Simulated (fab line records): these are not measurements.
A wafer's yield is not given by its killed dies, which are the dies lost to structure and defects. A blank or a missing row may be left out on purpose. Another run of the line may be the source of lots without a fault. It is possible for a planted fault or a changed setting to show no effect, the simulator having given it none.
Lot-split experiment | flow n5-finfet | 21 wafers read across 7 lots, on a route 1938 steps long

## THE SPLIT ITSELF
At N5_BEOL_M0_TRENCH_ETCH_107 (etches SiOC in C4F6/O2, target depth 32.8 nm, time 16.4 s), the setting target-depth-a was moved away from the recipe's 328 angstrom on 5 of the 21 wafers read, by -10.7% to -3.2%. The other wafers ran this setting at the recipe's value.

## FROM SPLIT TO READING: 1 step shown by the file between the two
- N5_BEOL_M0_STRIP_142: strips in N2/H2, time 10 s

## THE READING
trench-depth-nm, in nm, at N5_BEOL_M0_OCD_MEAS_108. A value of 32.7 nm with a standard deviation of 0.51 nm is what fault-free wafers of this fab line usually give.

wafer  | tool, chamber at the split | target-depth-a as run, angstrom | against the recipe | trench-depth-nm, nm | against lot-mates on the recipe
L079.1 | rie-diel-05, 1             | 328                             | recipe             | 32.4                | -
L079.5 | rie-diel-05, 0,1           | 298.6                           | -9.0%              | 29.4                | -3.0
L079.6 | rie-diel-05, 0,1           | 298.6                           | -9.0%              | 29.8                | -2.6
L084.4 | rie-diel-04, 1             | 328                             | recipe             | 33.1                | -
L084.5 | rie-diel-04, 3             | 328                             | recipe             | 33.2                | -
L084.6 | rie-diel-04, 2             | 328                             | recipe             | 33.1                | -
L087.2 | rie-diel-04, 2             | 328                             | recipe             | 32.5                | -
L087.4 | rie-diel-04, 0             | 328                             | recipe             | 33.0                | -
L087.5 | rie-diel-04, 1             | 328                             | recipe             | 32.6                | -
L089.1 | rie-diel-02, 0             | 292.8                           | -10.7%             | 29.4                | -2.6
L089.3 | rie-diel-02, 1             | 292.8                           | -10.7%             | 28.7                | -3.3
L089.6 | rie-diel-02, 3             | 328                             | recipe             | 32.0                | -
L091.3 | rie-diel-04, 2             | 328                             | recipe             | 33.2                | -
L091.4 | rie-diel-04, 1             | 317.6                           | -3.2%              | 31.3                | -2.0
L091.6 | rie-diel-04, 0             | 328                             | recipe             | 33.4                | -
L092.2 | rie-diel-02, 0             | 328                             | recipe             | 33.8                | -
L092.4 | rie-diel-02, 2             | 328                             | recipe             | 33.9                | -
L092.6 | rie-diel-02, 1             | 328                             | recipe             | 33.0                | -
L093.3 | rie-diel-04, 1             | 328                             | recipe             | 32.6                | -
L093.5 | rie-diel-04, 2             | 328                             | recipe             | 32.9                | -
L093.6 | rie-diel-04, 3             | 328                             | recipe             | 33.7                | -
Rows listing several chambers each stand for several wafers; the file does not say which wafer went through which chamber.

FIT RESULTS
A straight line over all 21 wafers: trench-depth-nm changes by +0.377 nm for each +1% of target-depth-a; r = +0.95; the points scatter about the line by 0.5 nm.
The same after taking each lot's own level away (the mean of its wafers on the recipe; 21 wafers): +0.294 nm for each +1%; r = +0.95; scatter 0.39 nm.
On that fit, the largest move of target-depth-a shifts the reading by 3.2 nm.
From 32.00 to 33.57 nm: that is the span of the lots' own levels, equal to 3.1 times the standard deviation above.
In other words, the slope is changed by the lot-to-lot level; the two fits disagree.
Check: for one of the wafers moved furthest among these (-10.7%), held out of the fit, the line's prediction against its lot-mates is -3.44 nm. Against them it came out at -2.6 nm.

## THE WHOLE CHAIN: every reading that the file lists as answering this split, in the file's order
step                       | what it does                                              | reading                                                                   | change (the file's fit)               | r (the file's)
N5_BEOL_M0_TRENCH_ETCH_107 | etches SiOC in C4F6/O2, target depth 32.8 nm, time 16.4 s | BEOL_M0.feature-depth-nm (the simulator's own value, which no gauge read) | +0.296 nm for each +1% of the setting | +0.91
N5_BEOL_M0_OCD_MEAS_108    |                                                           | trench-depth-nm                                                           | +0.306 nm for each +1% of the setting | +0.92

## FILE'S OWN FIT
trench-depth-nm changes by +0.306 nm for each +1% of target-depth-a, r = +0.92.
